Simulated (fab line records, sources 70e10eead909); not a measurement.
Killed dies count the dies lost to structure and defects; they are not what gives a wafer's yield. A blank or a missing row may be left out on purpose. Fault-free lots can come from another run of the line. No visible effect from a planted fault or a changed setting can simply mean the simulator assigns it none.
Problem report, 8D (eight disciplines) form, completed by code || flow nandHarc || the parts of the form that need people (team, actions taken, sign-off) are left out

== 1. WHAT IS WRONG ==
Wafers without a fault read 1.000 a.u., standard deviation 0.012; oesProductAu at NHARC_P_STI_ETCH_42 reads a mean of 0.859 a.u. on 2 wafers belonging to 2 lots. That is -12 standard deviations from the usual mean.
The step: etches the open film in N2/H2, target depth 80 nm, overetch 24 nm, time 61 s.
Seen first at day 9 10:37 on rieDiel-07, wafer L974.4. The record has a number at this step for 37 wafers belonging to 13 lots. Rule for "out" (also "out of limits"): further than 4 standard deviations from the usual mean. The other wafers with a number count as sound.

== 2. WHAT IT IS; WHAT IT IS NOT ==
{"question": "which readings at this step", "is": "oesProductAu", "is not": "chamberPressureMTorr, drypumpMotorCurrentA, n2FlowSccm, rfVppV, showerheadPlenumPTorr, throttleValvePct"}
{"question": "which lots", "is": "L974, L975", "is not": "L958, L959, L961, L962, L963, L964, L965, L976, L977, L980, L981"}
{"question": "which wafers of those lots", "is": "L974.4, L975.5", "is not": "L974.2, L975.2"}
{"question": "read on which tools", "is": "rieDiel-07", "is not": "rieDiel-01, rieDiel-10"}
{"question": "when", "is": "from day 9 10:37", "is not": "up to then (22 sound wafers); but 13 sound wafers of L975, L976, L977, L980, L981 came after"}

== 3. WHAT RULES OUT EACH SUSPECT ==
Counting: if a tool at a process step up to the reading ran every lot that is out, it stays a suspect. Sound lots after the first of them don't rule it out here, since some wafers of a struck lot are sound.
- rieDiel-07 at NHARC_P_STI_DESCUM_14 (chemistry O2, time 3 s): kept. Every lot that is out went through it, the first being L974 (day 9 10:32); the last sound lot it ran before that was L963 (day 4 22:52).
- rieDiel-07 at NHARC_P_STI_ETCH_42 (etches the open film in N2/H2, target depth 80 nm, overetch 24 nm, time 61 s): kept. Every lot that is out went through it, the first being L974 (day 9 10:37); the last sound lot it ran before that was L963 (day 4 22:56). On those wafers its own readings are out: oesProductAu.
After counting, rieDiel-07 at NHARC_P_STI_DESCUM_14 and rieDiel-07 at NHARC_P_STI_ETCH_42 remain.

== 4. THE CAUSE (what the simulator had put in) ==
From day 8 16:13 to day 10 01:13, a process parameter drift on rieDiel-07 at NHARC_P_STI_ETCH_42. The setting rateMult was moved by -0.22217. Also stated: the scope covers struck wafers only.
Of the 2 suspects that counting leaves, this tool is one.

== 5. SEQUENCE OF EFFECTS, ordered by route ==
Rows list readings where the struck wafers' mean (over those with a number) sits beyond 3 standard deviations from the usual. Scope: only readings with a usual standard deviation given in the record; hours: median across lots of the time from each lot's start at the first step in this table that gives one to its start at this step; sigmas: change in usual standard deviations.
{"hours": 0, "step": "NHARC_P_STI_ETCH_42", "reading": "oesProductAu", "usual": "1.000 a.u.", "on struck wafers": 0.859, "change": -0.141, "sigmas": -12}
Its process steps:
- NHARC_P_STI_ETCH_42: etches the open film in N2/H2, target depth 80 nm, overetch 24 nm, time 61 s.
Later steps that measure or inspect, where all struck wafers having a row at the step show a number for every such reading and not one has moved that far: NHARC_P_STI_CD_MEAS_16.

== 6. WHAT WOULD HAVE CAUGHT IT SOONER ==
18 hours passed between the start of the fault at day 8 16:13 and the first reading out of limits in this record, taken at day 9 10:37.
